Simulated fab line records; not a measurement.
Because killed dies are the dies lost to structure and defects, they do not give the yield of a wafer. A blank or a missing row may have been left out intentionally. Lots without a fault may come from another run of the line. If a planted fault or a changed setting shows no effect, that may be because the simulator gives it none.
fab line records | flow n5-finfet
[record] lots = 24 wafers = 72 last-day = 18
route steps=1938 shown BEOL_M14@1760 BEOL_M15@1783
lots that met no fault: taken from a fault-free run of the same line
start-h: start of the lot's first displayed wafer, in hours after the record's first day | wait-h: hours since the lot's step before | " as in the row above | L1.1+2: one row covering several wafers at once | - no value present, or no start provided | * or withheld: withheld | < > ~ a bound
route shown NAME@n: NAME is a module with steps in the file, n the number in the route of the first one | usual: the fault-free wafers' mean and standard deviation | same: alike in all rows | chamber/n: place in a boat | sites: the reading at each site | _std_site: the values' standard deviation | _edge_site: the outer-site mean with the inner-site mean subtracted | radius-mm: how far each site lies from the wafer's centre | mask NAME#n: copy n | behind: the tool/chamber that last shaped the wafer | hold: why the lot went on hold/how many hours it stayed there/how the hold came to an end | device: names the non-switching transistor (n, p or np) | end of line: tests of these same wafers at the route's end | a step with no rows: only its recipe | killed: at the first sort, the dies lost to defects and structure; wafer yield is something else | map: the dies of a wafer, with x for killed, . for not killed, _ for no die there
set.NAME: setting as actually run; set.NAME@STEP: the setting as run at that earlier step | model.NAME: the simulator's own value behind a step, which no gauge read
route steps across a sampled set of lots; one table per step, one row per wafer
services: the hour from which a tool's chamber was out of use, counted from the record's first day as start-h (under 0 if before that day), plus the number of hours and why
[[steps]]
[step N5_BEOL_M14_DEGAS_41]
[recipe] ambient = vacuum temp-c = 300 time-s = 60
[usual] heater-power-w = 440/37
// columns lot.wafer tool chamber start-h wait-h heater-power-w
L074.1 pvd-sputter-02 - 250.80 0.3 421
L074.4 " - " " 444
L074.5 " - " " 477
L076.1 pvd-sputter-02 - 270.41 0.2 460
L076.3 " - " " 439
L076.5 " - " " 436
L078.1 pvd-sputter-01 - 280.19 0.6 428
L078.4 " - " " 424
L078.5 " - " " 350
L075.3 pvd-sputter-02 - 286.21 0.3 477
L075.5 " - " " 446
L075.6 " - " " 417
L077.1 pvd-sputter-01 - 290.71 0.2 361
L077.5 " - " " 350
L077.6 " - " " 420
L083.1 pvd-sputter-01 - 304.20 0.3 349
L083.2 " - " " 422
L083.5 " - " " 415
L079.2 pvd-sputter-02 - 318.37 0.8 423
L079.4 " - " " 504
L079.6 " - " " 443
L080.1 pvd-sputter-03 - 320.88 0.3 442
L080.2 " - " " 411
L080.5 " - " " 436
L081.1 pvd-sputter-01 - 322.64 0.2 349
L081.2 " - " " 398
L081.5 " - " " 420
L084.1 pvd-sputter-02 - 331.52 0.3 506
L084.4 " - " " 442
L084.5 " - " " 421
L082.2 pvd-sputter-02 - 332.12 0.5 439
L082.4 " - " " 498
L082.5 " - " " 444
L087.3 pvd-sputter-02 - 335.64 0.2 420
L087.5 " - " " 502
L087.6 " - " " 446
L085.2 pvd-sputter-02 - 345.81 0.3 504
L085.5 " - " " 507
L085.6 " - " " 478
L086.1 pvd-sputter-03 - 351.06 0.2 463
L086.3 " - " " 415
L086.4 " - " " 453
L088.1 pvd-sputter-01 - 351.88 0.4 401
L088.2 " - " " 364
L088.3 " - " " 430
L090.1 pvd-sputter-03 - 355.68 0.0 477
L090.4 " - " " 446
L090.5 " - " " 479
L089.1 pvd-sputter-03 - 363.79 0.4 449
L089.4 " - " " 482
L089.6 " - " " 482
L092.1 pvd-sputter-03 - 379.68 0.4 441
L092.4 " - " " 412
L092.5 " - " " 453
L091.1 pvd-sputter-01 - 382.56 2.2 436
L091.4 " - " " 359
L091.5 " - " " 402
L093.1 pvd-sputter-03 - 383.56 0.6 482
L093.4 " - " " 404
L093.6 " - " " 459
L096.1 pvd-sputter-02 - 385.65 0.5 487
L096.3 " - " " 423
L096.5 " - " " 474
L095.3 pvd-sputter-03 - 390.86 0.3 405
L095.5 " - " " 418
L095.6 " - " " 470
L094.1 pvd-sputter-02 - 390.87 0.3 506
L094.5 " - " " 436
L094.6 " - " " 440
L097.2 pvd-sputter-03 - 417.30 0.1 473
L097.4 " - " " 397
L097.6 " - " " 478
[step N5_BEOL_M14_SPUTTER_44]
[recipe] material = Ta target-thk-a = 150 temp-c = 50 bias-v = 80 power-w = 15000 chamber-pressure-pa = 0.07 time-s = 24.19
[usual] throttle-valve-pct = 29.5/0.74
// columns lot.wafer tool chamber start-h wait-h throttle-valve-pct
L074.1 pvd-sputter-02 - 250.96 0.0 30.4
L074.4 " - " " 29.4
L074.5 " - " " 28.0
L076.1 pvd-sputter-02 - 270.57 0.0 28.1
L076.3 " - " " 29.6
L076.5 " - " " 29.7
L078.1 pvd-sputter-01 - 280.35 0.0 30.6
L078.4 " - " " 28.6
L078.5 " - " " 29.9
L075.3 pvd-sputter-02 - 286.37 0.0 27.9
L075.5 " - " " 29.7
L075.6 " - " " 30.4
L077.1 pvd-sputter-01 - 290.87 0.0 29.6
L077.5 " - " " 29.9
L077.6 " - " " 28.4
L083.1 pvd-sputter-01 - 304.36 0.0 29.9
L083.2 " - " " 30.5
L083.5 " - " " 28.3
L079.2 pvd-sputter-02 - 318.53 0.0 30.2
L079.4 " - " " 29.2
L079.6 " - " " 29.3
L080.1 pvd-sputter-03 - 321.04 0.0 30.3
L080.2 " - " " 29.3
L080.5 " - " " 30.3
L081.1 pvd-sputter-01 - 322.80 0.0 29.7
L081.2 " - " " 29.6
L081.5 " - " " 28.4
L084.1 pvd-sputter-02 - 331.68 0.0 29.4
L084.4 " - " " 29.8
L084.5 " - " " 30.5
L082.2 pvd-sputter-02 - 332.28 0.0 29.8
L082.4 " - " " 29.4
L082.5 " - " " 29.8
L087.3 pvd-sputter-02 - 335.80 0.0 30.5
L087.5 " - " " 29.1
L087.6 " - " " 29.8
L085.2 pvd-sputter-02 - 345.97 0.0 29.3
L085.5 " - " " 29.3
L085.6 " - " " 27.9
L086.1 pvd-sputter-03 - 351.22 0.0 28.8
L086.3 " - " " 29.3
L086.4 " - " " 30.2
L088.1 pvd-sputter-01 - 352.04 0.0 29.8
L088.2 " - " " 29.9
L088.3 " - " " 30.4
L090.1 pvd-sputter-03 - 355.84 0.0 29.9
L090.4 " - " " 30.3
L090.5 " - " " 29.8
L089.1 pvd-sputter-03 - 363.95 0.0 30.2
L089.4 " - " " 29.6
L089.6 " - " " 29.4
L092.1 pvd-sputter-03 - 379.84 0.0 30.0
L092.4 " - " " 29.3
L092.5 " - " " 30.8
L091.1 pvd-sputter-01 - 382.72 0.0 30.4
L091.4 " - " " 29.7
L091.5 " - " " 30.0
L093.1 pvd-sputter-03 - 383.72 0.0 29.3
L093.4 " - " " 29.4
L093.6 " - " " 30.6
L096.1 pvd-sputter-02 - 385.81 0.0 29.2
L096.3 " - " " 30.6
L096.5 " - " " 28.0
L095.3 pvd-sputter-03 - 391.02 0.0 29.2
L095.5 " - " " 29.3
L095.6 " - " " 28.8
L094.1 pvd-sputter-02 - 391.03 0.0 29.5
L094.5 " - " " 29.5
L094.6 " - " " 30.5
L097.2 pvd-sputter-03 - 417.46 0.0 29.9
L097.4 " - " " 29.5
L097.6 " - " " 29.5
[step N5_BEOL_M15_CD_MEAS_10]
[recipe] target-cd-nm = 360 landing-energy-ev = 500 detector = se-inlens polarity = opening
[usual] cd-nm = 359.7/1.2
// columns lot.wafer tool chamber start-h wait-h cd-nm
L074.1 cd-sem-03 0 252.87 - 360.4
L074.4 " 0 " " 359.5
L074.5 " 0 " " 361.2
L076.1 cd-sem-03 0 272.57 - 360.4
L076.3 " 0 " " 361.6
L076.5 " 0 " " 362.4
L078.1 cd-sem-03 0 282.33 - 360.2
L078.4 " 0 " " 361.4
L078.5 " 0 " " 360.6
L075.3 cd-sem-01 0 288.23 - 359.6
L075.5 " 0 " " 360.2
L075.6 " 0 " " 360.1
L077.1 cd-sem-02 0 293.42 - 359.1
L077.5 " 0 " " 358.6
L077.6 " 0 " " 358.7
L083.1 cd-sem-01 0 306.45 - 359.4
L083.2 " 0 " " 360.9
L083.5 " 0 " " 358.1
L079.2 cd-sem-02 0 320.38 - 359.8
L079.4 " 0 " " 360.2
L079.6 " 0 " " 358.5
L080.1 cd-sem-01 0 323.64 - 359.3
L080.2 " 0 " " 360.4
L080.5 " 0 " " 357.6
L081.1 cd-sem-02 0 324.63 - 360.1
L081.2 " 0 " " 360.4
L081.5 " 0 " " 359.3
L084.1 cd-sem-02 0 334.12 - 357.9
L084.4 " 0 " " 358.9
L084.5 " 0 " " 357.9
L082.2 cd-sem-02 0 334.46 - 362.4
L082.4 " 0 " " 362.2
L082.5 " 0 " " 361.8
L087.3 cd-sem-01 0 338.13 - 361.4
L087.5 " 0 " " 359.4
L087.6 " 0 " " 360.1
L085.2 cd-sem-03 0 347.85 - 360.4
L085.5 " 0 " " 360.2
L085.6 " 0 " " 359.3
L086.1 cd-sem-02 0 353.10 - 357.4
L086.3 " 0 " " 358.9
L086.4 " 0 " " 357.8
L088.1 cd-sem-03 0 354.22 - 361.0
L088.2 " 0 " " 360.9
L088.3 " 0 " " 361.3
L090.1 cd-sem-03 0 357.57 - 360.8
L090.4 " 0 " " 360.1
L090.5 " 0 " " 359.4
L089.1 cd-sem-02 0 365.69 - 360.7
L089.4 " 0 " " 360.4
L089.6 " 0 " " 360.6
L092.1 cd-sem-01 0 381.88 - 361.5
L092.4 " 0 " " 361.4
L092.5 " 0 " " 360.0
L091.1 cd-sem-03 0 384.46 - 361.1
L091.4 " 0 " " 359.7
L091.5 " 0 " " 360.5
L093.1 cd-sem-01 0 385.45 - 360.5
L093.4 " 0 " " 358.6
L093.6 " 0 " " 359.0
L096.1 cd-sem-03 0 387.61 - 358.8
L096.3 " 0 " " 358.5
L096.5 " 0 " " 358.6
L095.3 cd-sem-02 0 392.99 - 359.3
L095.5 " 0 " " 359.5
L095.6 " 0 " " 360.0
L094.1 cd-sem-02 0 393.15 - 358.5
L094.5 " 0 " " 358.8
L094.6 " 0 " " 358.9
L097.2 cd-sem-03 0 420.06 - 360.6
L097.4 " 0 " " 360.6
L097.6 " 0 " " 358.0
[step N5_BEOL_M15_STRIP_64]
[recipe] chemistry = O2 power-w = 600 temp-c = 60 pressure-mtorr = 30 rf-frequency-hz = 6e+07 bias-power-w = 0 overash-fraction = 0.3 o2-flow-sccm = 225
[usual] drypump-motor-current-A = 5.7/0.5 oes-product-au = 0.79/0.11 rf-vpp-V = 3.7/0.47 showerhead-plenum-p-Torr = 2.10/0.065 throttle-valve-pct = 16.72/0.28
[same] bias-power-w = 0
// columns lot.wafer tool chamber start-h wait-h drypump-motor-current-A oes-product-au rf-hours-counter-h rf-vpp-V showerhead-plenum-p-Torr throttle-valve-pct
L074.1 rie-diel-05 1 - - 6.7 0.69 229 3.9 2.07 16.97
L074.4 " 0 " " 5.4 0.68 235 3.2 2.06 16.88
L074.5 " 1 " " 6.7 0.69 - 2.9 2.07 16.95
L076.1 rie-diel-05 2 - - 5.5 0.93 13 4.1 2.05 16.25
L076.3 " 0 " " 5.4 0.67 240 3.4 2.06 16.88
L076.5 " 1 " " 6.7 0.69 - 3.2 2.06 16.97
L078.1 rie-diel-05 2 - - 5.5 0.92 16 4.3 2.05 16.23
L078.4 " 0 " " 5.4 0.68 244 3.7 2.06 16.89
L078.5 " 3 " " 5.6 0.69 - 3.5 2.07 17.26
L075.3 rie-diel-02 0 - - 6.0 0.69 246 3.7 2.06 17.13
L075.5 " 1 " " 5.9 0.88 - 3.6 2.22 16.28
L075.6 " 0 " " 6.0 0.69 - 3.4 2.06 17.11
L077.1 rie-diel-04 3 - - 5.6 0.93 20 3.7 2.23 16.66
L077.5 " 1 " " 6.6 0.74 - 3.7 2.00 16.88
L077.6 " 2 " " 5.5 0.73 - 3.9 2.17 16.83
L083.1 rie-diel-05 1 - - 6.7 0.68 244 3.7 2.06 16.98
L083.2 " 0 " " 5.4 0.67 250 3.3 2.06 16.91
L083.5 " 1 " " 6.7 0.68 - 3.2 2.06 16.98
L079.2 rie-diel-02 1 - - 5.9 0.86 52 3.7 2.21 16.29
L079.4 " 1 " " 5.9 0.86 - 4.2 2.21 16.30
L079.6 " 3 " " 4.7 0.70 - 3.7 2.07 17.00
L080.1 rie-diel-02 0 - - 6.0 0.99 1 3.9 2.06 16.67
L080.2 " 1 " " 5.9 0.87 54 3.5 2.21 16.29
L080.5 " 2 " " 5.6 0.72 - 3.2 2.10 16.59
L081.1 rie-diel-02 0 - - 6.0 0.97 1 3.4 2.06 16.69
L081.2 " 1 " " 5.9 0.86 54 2.9 2.21 16.30
L081.5 " 1 " " 5.9 0.86 - 3.5 2.21 16.29
L084.1 rie-diel-02 1 - - 5.9 0.87 57 3.4 2.21 16.30
L084.4 " 2 " " 5.6 0.72 183 3.4 2.10 16.59
L084.5 " 0 " " 6.0 0.96 - 3.2 2.06 16.68
L082.2 rie-diel-05 2 - - 5.5 0.87 36 3.4 2.04 16.28
L082.4 " 3 " " 5.6 0.69 - 3.6 2.07 17.25
L082.5 " 2 " " 5.5 0.88 - 4.2 2.04 16.30
L087.3 rie-diel-02 0 - - 6.0 0.95 5 3.5 2.06 16.69
L087.5 " 2 " " 5.6 0.71 - 3.4 2.10 16.61
L087.6 " 1 " " 5.9 0.85 - 2.9 2.21 16.31
L085.2 rie-diel-04 0 - - 6.1 0.68 233 4.1 2.07 16.94
L085.5 " 2 " " 5.5 0.72 - 4.9 2.17 16.86
L085.6 " 3 " " 5.7 0.90 - 2.9 2.22 16.69
L086.1 rie-diel-05 0 - - 5.4 0.97 5 3.1 2.06 16.44
L086.3 " 3 " " 5.6 0.68 244 3.9 2.06 17.26
L086.4 " 0 " " 5.4 0.98 - 3.9 2.05 16.46
L088.1 rie-diel-04 2 - - 5.5 0.71 222 3.0 2.16 16.88
L088.2 " 1 " " 6.6 0.73 216 3.8 1.99 16.93
L088.3 " 3 " " 5.7 0.89 39 3.4 2.22 16.71
L090.1 rie-diel-04 2 - - 5.5 0.71 223 3.0 2.16 16.86
L090.4 " 1 " " 6.6 0.72 217 4.0 1.99 16.94
L090.5 " 3 " " 5.7 0.89 - 4.2 2.22 16.69
L089.1 rie-diel-02 3 - - 4.8 0.68 244 3.9 2.07 17.02
L089.4 " 0 " " 6.0 0.92 14 3.2 2.05 16.71
L089.6 " 2 " " 5.6 0.70 - 3.2 2.09 16.63
L092.1 rie-diel-04 3 - - 5.7 0.89 47 4.0 2.22 16.71
L092.4 " 2 " " 5.5 0.71 230 4.1 2.16 16.89
L092.5 " 3 " " 5.6 0.88 - 3.7 2.22 16.71
L091.1 rie-diel-05 2 - - 5.5 0.83 58 3.8 2.04 16.35
L091.4 " 0 " " 5.4 0.93 18 4.0 2.05 16.47
L091.5 " 0 " " 5.4 0.92 - 3.0 2.05 16.49
L093.1 rie-diel-05 1 - - 6.7 0.95 7 4.4 2.05 16.51
L093.4 " 2 " " 5.5 0.84 58 3.9 2.04 16.32
L093.6 " 0 " " 5.4 0.92 - 3.2 2.05 16.48
L096.1 rie-diel-05 2 - - 5.5 0.84 59 3.7 2.04 16.32
L096.3 " 1 " " 6.7 0.95 8 3.8 2.05 16.51
L096.5 " 0 " " 5.4 0.92 - 4.9 2.05 16.47
L095.3 rie-diel-02 3 - - 4.8 0.68 253 4.4 2.07 17.04
L095.5 " 3 " " 4.8 0.68 - 3.1 2.07 17.04
L095.6 " 2 " " 5.6 0.69 - 3.1 2.09 16.65
L094.1 rie-diel-02 3 - - 4.7 0.69 253 4.3 2.07 17.04
L094.5 " 2 " " 5.6 0.70 - 3.7 2.09 16.64
L094.6 " 3 " " 4.8 0.68 - 2.6 2.07 17.03
L097.2 rie-diel-04 2 - - 5.5 0.71 242 3.0 2.16 16.89
L097.4 " 0 " " 6.1 1.03 1 3.5 2.06 16.51
L097.6 " 2 " " 5.5 0.70 - 3.5 2.16 16.90
[step N5_BEOL_M15_CD_MEAS_17]
[recipe] target-cd-nm = 360 polarity = opening
[usual] cd-nm = 360.8/1.5
// columns lot.wafer tool chamber start-h wait-h cd-nm
L074.1 cd-sem-03 - 253.45 0.0 361.1
L074.4 " - " " 360.2
L074.5 " - " " 362.1
L076.1 cd-sem-01 - 273.15 0.0 361.2
L076.3 " - " " 363.3
L076.5 " - " " 362.2
L078.1 cd-sem-03 - 282.92 0.0 360.9
L078.4 " - " " 363.5
L078.5 " - " " 360.6
L075.3 cd-sem-02 - 288.81 0.0 360.9
L075.5 " - " " 361.0
L075.6 " - " " 361.7
L077.1 cd-sem-02 - 294.01 0.0 360.4
L077.5 " - " " 359.6
L077.6 " - " " 362.2
L083.1 cd-sem-02 - 307.04 0.0 359.6
L083.2 " - " " 361.4
L083.5 " - " " 359.3
L079.2 cd-sem-02 - 320.97 0.0 360.8
L079.4 " - " " 359.6
L079.6 " - " " 359.7
L080.1 cd-sem-03 - 324.23 0.0 361.1
L080.2 " - " " 362.0
L080.5 " - " " 359.5
L081.1 cd-sem-03 - 325.38 0.0 361.6
L081.2 " - " " 360.3
L081.5 " - " " 359.6
L084.1 cd-sem-01 - 334.70 0.0 357.9
L084.4 " - " " 360.9
L084.5 " - " " 359.4
L082.2 cd-sem-03 - 335.08 0.0 363.5
L082.4 " - " " 363.0
L082.5 " - " " 362.7
L087.3 cd-sem-03 - 339.01 0.0 362.5
L087.5 " - " " 360.6
L087.6 " - " " 361.3
L085.2 cd-sem-03 - 348.55 0.0 361.9
L085.5 " - " " 362.5
L085.6 " - " " 360.9
L086.1 cd-sem-01 - 353.69 0.0 359.4
L086.3 " - " " 358.8
L086.4 " - " " 360.4
L088.1 cd-sem-03 - 354.80 0.0 362.4
L088.2 " - " " 361.7
L088.3 " - " " 361.3
L090.1 cd-sem-03 - 358.15 0.0 363.1
L090.4 " - " " 362.0
L090.5 " - " " 361.7
L089.1 cd-sem-03 - 366.27 0.0 363.3
L089.4 " - " " 363.5
L089.6 " - " " 362.8
L092.1 cd-sem-03 - 382.47 0.0 362.4
L092.4 " - " " 363.4
L092.5 " - " " 361.9
L091.1 cd-sem-03 - 385.13 0.0 362.4
L091.4 " - " " 361.3
L091.5 " - " " 362.7
L093.1 cd-sem-03 - 386.03 0.0 359.7
L093.4 " - " " 358.5
L093.6 " - " " 359.7
L096.1 cd-sem-02 - 388.20 0.0 360.1
L096.3 " - " " 358.0
L096.5 " - " " 358.8
L095.3 cd-sem-03 - 393.64 0.0 361.2
L095.5 " - " " 360.3
L095.6 " - " " 361.6
L094.1 cd-sem-02 - 394.05 0.0 360.1
L094.5 " - " " 359.8
L094.6 " - " " 360.9
L097.2 cd-sem-01 - 420.88 0.0 360.5
L097.4 " - " " 360.2
L097.6 " - " " 358.6
[step N5_BEOL_M15_ANNEAL_48]
[recipe] temp-c = 225 time-s = 90 ambient = N2
[usual] wafer_temp_C_max = 226.05/0.28
// columns lot.wafer tool chamber start-h wait-h wafer_temp_C_max
L074.1 rtp-anneal-02 0 258.07 0.3 226.65
L074.4 " 0 " " 226.05
L074.5 " 0 " " 226.38
L076.1 rtp-anneal-01 0 277.14 0.7 225.79
L076.3 " 0 " " 225.82
L076.5 " 0 " " 225.91
L078.1 rtp-anneal-01 0 286.49 0.2 226.06
L078.4 " 0 " " 225.93
L078.5 " 0 " " 225.70
L075.3 rtp-anneal-01 0 292.54 1.0 225.83
L075.5 " 0 " " 225.64
L075.6 " 0 " " 225.48
L077.1 rtp-anneal-02 0 296.92 0.2 226.60
L077.5 " 0 " " 226.02
L077.6 " 0 " " 226.10
L083.1 rtp-anneal-01 0 312.07 0.4 225.80
L083.2 " 0 " " 225.89
L083.5 " 0 " " 226.18
L079.2 rtp-anneal-01 0 326.18 0.2 226.43
L079.4 " 0 " " 225.94
L079.6 " 0 " " 226.24
L080.1 rtp-anneal-02 0 329.14 0.2 226.19
L080.2 " 0 " " 226.12
L080.5 " 0 " " 225.88
L081.1 rtp-anneal-02 0 331.39 0.3 226.11
L081.2 " 0 " " 226.37
L081.5 " 0 " " 226.44
L084.1 rtp-anneal-01 0 339.56 0.2 225.85
L084.4 " 0 " " 225.72
L084.5 " 0 " " 226.15
L082.2 rtp-anneal-02 0 341.43 0.2 226.12
L082.4 " 0 " " 225.93
L082.5 " 0 " " 226.16
L087.3 rtp-anneal-02 0 344.25 0.2 226.34
L087.5 " 0 " " 226.33
L087.6 " 0 " " 226.16
L085.2 rtp-anneal-01 0 351.92 0.5 226.04
L085.5 " 0 " " 226.02
L085.6 " 0 " " 226.38
L086.1 rtp-anneal-01 0 356.65 0.5 225.70
L086.3 " 0 " " 225.72
L086.4 " 0 " " 225.79
L088.1 rtp-anneal-02 0 359.57 0.2 226.46
L088.2 " 0 " " 226.14
L088.3 " 0 " " 225.90
L090.1 rtp-anneal-01 0 366.48 0.2 225.82
L090.4 " 0 " " 225.68
L090.5 " 0 " " 225.67
L089.1 rtp-anneal-02 0 370.15 0.2 226.26
L089.4 " 0 " " 226.21
L089.6 " 0 " " 226.05
L092.1 rtp-anneal-01 0 386.72 0.2 225.83
L092.4 " 0 " " 225.75
L092.5 " 0 " " 226.19
L091.1 rtp-anneal-02 0 391.14 0.3 226.85
L091.4 " 0 " " 225.95
L091.5 " 0 " " 226.81
L093.1 rtp-anneal-01 0 391.24 0.2 225.98
L093.4 " 0 " " 225.73
L093.6 " 0 " " 225.78
L096.1 rtp-anneal-02 0 391.68 0.2 226.54
L096.3 " 0 " " 225.90
L096.5 " 0 " " 226.22
L094.1 rtp-anneal-02 0 396.98 0.2 226.27
L094.5 " 0 " " 225.99
L094.6 " 0 " " 226.71
L095.3 rtp-anneal-01 0 397.40 0.3 225.87
L095.5 " 0 " " 225.75
L095.6 " 0 " " 226.11
L097.2 rtp-anneal-01 0 425.23 0.2 226.23
L097.4 " 0 " " 226.11
L097.6 " 0 " " 226.22
[[services]]
// columns tool chamber start-h hours kind
rie-diel-02 3 267.45 4.0 repair
rie-diel-02 - 275.75 2.8 pm
rie-diel-02 0 303.00 - clean
rie-diel-02 0 303.00 - consumable-replace:focus-ring
rie-diel-02 0 303.00 19.1 scheduled-down
rie-diel-02 0 303.00 19.1 vent-cycle
rie-diel-05 0 325.56 - clean
rie-diel-05 0 325.56 - consumable-replace:focus-ring
rie-diel-05 0 325.56 16.5 scheduled-down
rie-diel-05 0 325.56 16.5 vent-cycle
rie-diel-05 1 347.76 - clean
rie-diel-05 1 347.76 - consumable-replace:focus-ring
rie-diel-05 1 347.76 19.1 scheduled-down
rie-diel-05 1 347.76 19.1 vent-cycle
rie-diel-05 3 368.40 - clean
rie-diel-05 3 368.40 - consumable-replace:focus-ring
rie-diel-05 3 368.40 15.5 scheduled-down
rie-diel-05 3 368.40 15.5 vent-cycle
pvd-sputter-01 - 397.33 2.9 repair
rie-diel-02 3 398.43 8.6 repair
rie-diel-02 3 407.07 - clean
rie-diel-02 3 407.07 - consumable-replace:focus-ring
rie-diel-02 3 407.07 15.9 scheduled-down
rie-diel-02 2 422.69 3.9 repair
[[key]]
fault none
